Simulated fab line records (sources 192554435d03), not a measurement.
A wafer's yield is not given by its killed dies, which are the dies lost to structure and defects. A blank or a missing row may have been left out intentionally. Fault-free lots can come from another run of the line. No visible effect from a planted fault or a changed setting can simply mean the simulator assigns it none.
fab line records	flow n5-finfet	part 2 of 2: steps 21 to 30 of 30
[record] lots = 5	wafers = 15	last-day = 16
route steps=1938 shown BEOL_M13@1686
lots untouched by any fault: they come from a run of this same line in which no faults occurred
start-h: the number of hours between the record's first day and the start of the first shown wafer of the lot	wait-h: how many hours have passed since the lot's step before this one	" repeats the value in the row above	L1.1+2: a row that stands for several wafers	- no value present, or no start provided	* or withheld: withheld	< > ~ a bound
route shown NAME@n: NAME is a module with steps in the file, n the number in the route of the first one	usual: average and standard deviation across the fault-free wafers	same: alike in all rows	chamber/n: place in a boat	sites: readings site by site	_std_site: standard deviation across them	_edge_site: the outer-site mean with the inner-site mean subtracted	radius-mm: for every site, how far away it sits from the centre of the wafer	mask NAME#n: copy n	behind: the most recent tool/chamber to have shaped the wafer	hold: cause of the lot's hold/its duration in hours/its outcome	device: whichever transistor did not switch (one of n, p or np)	end of line: at the end of the route, the tests of the same wafers	a step without rows: its recipe alone	killed: dies that structure and defects cost at the first sort, which is not the same as the wafer's yield	map: per-die view of a wafer (x killed, . not killed, _ where there is no die)
set.NAME: setting as actually run; set.NAME@STEP: the setting as run at that earlier step	model.NAME: the simulator's own value behind a step, which no gauge read
certain route steps with their lots: each step a table, each wafer a row
services: a tool's chamber out of use, with start hour (start-h, from the record's first day; less than 0 if before it), hours out, and reason
[[steps]]
[step N5_BEOL_M13_SPUTTER_44]
[recipe] material = Ta	target-thk-a = 100	temp-c = 50	bias-v = 80	power-w = 15000	chamber-pressure-pa = 0.07	time-s = 16.13
[usual] chamber-pressure-pa = 0.07/0.00015	throttle-valve-pct = 30.1/1.4
lot.wafer	tool	chamber	start-h	wait-h	chamber-pressure-pa	throttle-valve-pct
L075.1	pvd-sputter-02	-	249.36	0.0	0.06991	31.7
L075.4	"	-	"	"	0.07009	30.1
L075.6	"	-	"	"	0.06992	29.4
L079.4	pvd-sputter-03	-	266.28	0.0	0.07001	30.0
L079.5	"	-	"	"	0.07011	32.6
L079.6	"	-	"	"	0.07012	28.6
L083.2	pvd-sputter-02	-	289.67	0.0	0.07019	31.9
L083.5	"	-	"	"	0.07007	31.6
L083.6	"	-	"	"	0.06997	30.4
L092.1	pvd-sputter-03	-	346.73	0.0	0.06982	32.4
L092.2	"	-	"	"	0.06974	27.8
L092.6	"	-	"	"	0.06983	28.1
L095.2	pvd-sputter-02	-	363.89	0.0	0.07003	31.4
L095.5	"	-	"	"	0.0699	31.7
L095.6	"	-	"	"	0.06983	29.1
[step N5_BEOL_M13_SPUTTER_45]
[recipe] material = Cu	target-thk-a = 800	temp-c = -20	bias-v = 60	power-w = 26000	chamber-pressure-pa = 0.13	time-s = 13.33
[usual] chamber-pressure-pa = 0.13/0.00027	throttle-valve-pct = 30.1/1.4
lot.wafer	tool	chamber	start-h	wait-h	chamber-pressure-pa	throttle-valve-pct
L075.1	pvd-sputter-02	-	249.44	0.0	0.13045	31.5
L075.4	"	-	"	"	0.13003	30.3
L075.6	"	-	"	"	0.13012	29.0
L079.4	pvd-sputter-03	-	266.36	0.0	0.12987	29.9
L079.5	"	-	"	"	0.12979	32.3
L079.6	"	-	"	"	0.13027	28.6
L083.2	pvd-sputter-02	-	289.75	0.0	0.13022	31.8
L083.5	"	-	"	"	0.12963	31.3
L083.6	"	-	"	"	0.1298	30.4
L092.1	pvd-sputter-03	-	346.81	0.0	0.12971	32.8
L092.2	"	-	"	"	0.1301	27.8
L092.6	"	-	"	"	0.13001	28.1
L095.2	pvd-sputter-02	-	363.97	0.0	0.13056	31.3
L095.5	"	-	"	"	0.13023	31.3
L095.6	"	-	"	"	0.12978	29.3
[step N5_BEOL_M13_ECD_47]
[recipe] material = Cu	target-thk-a = 9360
lot.wafer	tool	chamber	start-h	wait-h
L075.1+4+6	ecd-cu-01	0,1,1	249.56	0.1
L079.4+5+6	ecd-cu-01	0,1,0	266.53	0.1
L083.2+5+6	ecd-cu-01	1,0,1	289.86	0.1
L092.1+2+6	ecd-cu-01	1,0,0	346.92	0.1
L095.2+5+6	ecd-cu-01	0,0,1	364.09	0.1
[step N5_BEOL_M13_ANNEAL_48]
[recipe] temp-c = 225	time-s = 90	ambient = N2
[usual] anneal-temp-c = 225.00/0.18	wafer_temp_C_max = 225.70/0.21
lot.wafer	tool	chamber	start-h	wait-h	anneal-temp-c	wafer_temp_C_max
L075.1	rtp-anneal-01	0	249.72	0.1	224.70	225.74
L075.4	"	0	"	"	224.91	225.51
L075.6	"	0	"	"	224.57	225.76
L079.4	rtp-anneal-01	0	266.79	0.2	225.21	225.74
L079.5	"	0	"	"	225.12	225.71
L079.6	"	0	"	"	224.84	225.42
L083.2	rtp-anneal-02	0	291.42	1.5	225.09	225.98
L083.5	"	0	"	"	225.07	225.67
L083.6	"	0	"	"	225.04	225.62
L092.1	rtp-anneal-02	0	347.09	0.1	224.95	226.04
L092.2	"	0	"	"	225.11	225.60
L092.6	"	0	"	"	224.75	226.04
L095.2	rtp-anneal-02	0	364.30	0.2	224.89	225.87
L095.5	"	0	"	"	225.12	225.43
L095.6	"	0	"	"	225.09	225.70
[step N5_BEOL_M13_CMP_49]
[recipe] stop-on = SiOC	t-overpolish-s = 17.1	down-force-psi = 1	platen-rpm = 50	clearing-platen-down-force-psi = 1.5	clearing-platen-rpm = 50	post-cmp-clean = cu-alkaline	target-thk-nm = 420	clearing-platen-pad-velocity-m-s = 0.99484	pad-velocity-m-s = 0.99484
[usual] barrier-field-endpoint-s = 30.3/1	motor-current-A = 6.3/0.62	overpolish-run-s = 17.100/0.0091
lot.wafer	tool	chamber	start-h	wait-h	barrier-field-endpoint-s	motor-current-A	overpolish-run-s
L075.4	cmp-02	2	250.09	0.2	29.6	6.4	17.095
L075.1	"	3	"	"	30.3	6.5	17.106
L075.6	"	1	"	"	30.6	6.8	17.121
L079.4	cmp-02	2	266.95	0.1	31.9	6.7	17.096
L079.5	"	2	"	"	31.5	6.5	17.109
L079.6	"	3	"	"	31.9	6.3	17.094
L083.2	cmp-03	0	291.71	0.2	28.9	5.2	17.100
L083.5	"	3	"	"	29.6	5.4	17.107
L083.6	"	0	"	"	29.2	5.4	17.106
L092.2	cmp-03	0	347.38	0.2	29.4	5.5	17.102
L092.1	"	2	"	"	30.5	7.3	17.104
L092.6	"	0	"	"	27.9	5.3	17.104
L095.2	cmp-04	2	364.56	0.2	31.9	5.7	17.096
L095.5	"	2	"	"	30.9	6.0	17.112
L095.6	"	3	"	"	30.5	6.7	17.099
[step N5_BEOL_M13_THK_MEAS_50]
[recipe] thk-meas-gauge = xrf	reads = Cu_of_BEOL_M13_ECD_47
[usual] M13_THK = 415/7.5
lot.wafer	tool	chamber	start-h	wait-h	M13_THK[nm]
L075.1	film-metro-01	-	250.31	-	409
L075.4	"	-	"	"	410
L075.6	"	-	"	"	412
L079.4	film-metro-02	-	267.24	-	432
L079.5	"	-	"	"	419
L079.6	"	-	"	"	419
L083.2	film-metro-02	-	291.97	-	417
L083.5	"	-	"	"	414
L083.6	"	-	"	"	416
L092.1	film-metro-01	-	347.68	-	414
L092.2	"	-	"	"	410
L092.6	"	-	"	"	409
L095.2	film-metro-02	-	364.86	-	420
L095.5	"	-	"	"	414
L095.6	"	-	"	"	415
[step N5_BEOL_M13_PRE_CLEAN_52]
[recipe] gas = NH3	time-s = 15	temp-c = withheld	rf-power-w = 300
lot.wafer	tool	chamber	start-h	wait-h
L075.1+4+6	pecvd-02	2,2,0	250.35	0.0
L079.4+5+6	pecvd-03	2,2,1	267.29	0.0
L083.2+5+6	pecvd-02	2,0,1	292.01	0.0
L092.1+2+6	pecvd-03	1,0,0	347.72	0.0
L095.2+5+6	pecvd-02	2,2,1	364.89	0.0
[step N5_BEOL_M13_DEP_53]
[recipe] material = SiCN	target-thk-a = 500	temp-c = withheld	precursor = 3MS/NH3	pressure-torr = 3	rf-w = 675	time-s = 17.8
[usual] showerhead-plenum-p-Torr = 4.152/0.023	throttle-valve-pct = 17.3/1.4
lot.wafer	tool	chamber	start-h	wait-h	showerhead-plenum-p-Torr	throttle-valve-pct
L075.1	pecvd-02	2	250.37	0.0	4.165	16.9
L075.4	"	2	"	"	4.161	16.9
L075.6	"	0	"	"	4.164	18.0
L079.4	pecvd-03	2	267.33	0.0	4.139	15.3
L079.5	"	2	"	"	4.150	15.4
L079.6	"	1	"	"	4.143	19.6
L083.2	pecvd-02	2	292.03	0.0	4.142	16.7
L083.5	"	0	"	"	4.158	15.4
L083.6	"	1	"	"	4.177	18.3
L092.1	pecvd-03	1	347.74	0.0	4.136	19.7
L092.2	"	0	"	"	4.115	16.4
L092.6	"	0	"	"	4.114	16.1
L095.2	pecvd-02	2	364.92	0.0	4.155	16.7
L095.5	"	2	"	"	4.157	16.9
L095.6	"	1	"	"	4.183	18.3
[step N5_BEOL_M13_RS_MEAS_54]
[recipe] thk-meas-gauge = four-point-probe	reads = Cu_of_BEOL_M13_ECD_47+Ta_of_BEOL_M13_SPUTTER_44+TaN_of_BEOL_M13_SPUTTER_43
[usual] M13_RS = 0.0452/0.00071
lot.wafer	tool	chamber	start-h	wait-h	M13_RS[ohm/sq]
L075.1	film-metro-01	-	250.44	0.0	0.0457
L075.4	"	-	"	"	0.0456
L075.6	"	-	"	"	0.0455
L079.4	film-metro-01	-	267.40	0.1	0.0436
L079.5	"	-	"	"	0.0448
L079.6	"	-	"	"	0.0453
L083.2	film-metro-01	-	292.10	0.1	0.0452
L083.5	"	-	"	"	0.0457
L083.6	"	-	"	"	0.0453
L092.1	film-metro-01	-	347.81	0.0	0.0451
L092.2	"	-	"	"	0.0457
L092.6	"	-	"	"	0.0457
L095.2	film-metro-02	-	364.99	0.1	0.0447
L095.5	"	-	"	"	0.0457
L095.6	"	-	"	"	0.0451
[step N5_BEOL_M13_INSPECT_55]
[recipe] inspect-instrument = darkfield	mode = post-dep
[usual] raw-defect-count = 73/22
lot.wafer	tool	chamber	start-h	wait-h	raw-defect-count
L075.1	defect-inspect-01	-	250.47	0.0	50
L075.4	"	-	"	"	50
L075.6	"	-	"	"	88
L079.4	defect-inspect-02	-	267.43	0.0	94
L079.5	"	-	"	"	74
L079.6	"	-	"	"	69
L083.2	defect-inspect-01	-	292.12	0.0	56
L083.5	"	-	"	"	65
L083.6	"	-	"	"	44
L092.1	defect-inspect-01	-	347.83	0.0	69
L092.2	"	-	"	"	92
L092.6	"	-	"	"	114
L095.2	defect-inspect-02	-	365.01	0.0	115
L095.5	"	-	"	"	64
L095.6	"	-	"	"	88
[[services]]
tool	chamber	start-h	hours	kind
cmp-03	-	242.22	1.0	repair
rie-diel-06	3	243.38	-	clean
rie-diel-06	3	243.38	-	consumable-replace:focus-ring
rie-diel-06	3	243.38	-	consumable-replace:showerhead
rie-diel-06	3	243.38	15.5	scheduled-down
rie-diel-06	3	243.38	15.5	vent-cycle
rie-diel-03	0	248.64	2.4	repair
pecvd-02	-	251.82	2.8	pm
pecvd-02	0	255.27	3.5	repair
pecvd-03	0	257.05	18.5	repair
cmp-02	-	258.39	1.0	repair
rie-diel-04	0	270.55	4.8	repair
cmp-02	-	274.75	4.3	pm
cmp-02	-	297.52	1.5	repair
rie-diel-06	2	298.30	-	clean
rie-diel-06	2	298.30	-	consumable-replace:focus-ring
rie-diel-06	2	298.30	21.3	scheduled-down
rie-diel-06	2	298.30	21.3	vent-cycle
wet-bench-06	-	317.48	8.1	repair
rie-diel-03	0	321.20	4.8	repair
ecd-cu-01	-	322.26	1.7	repair
cmp-04	-	329.05	4.0	pm
cmp-03	-	347.68	2.1	repair
cmp-03	-	361.55	6.1	pm
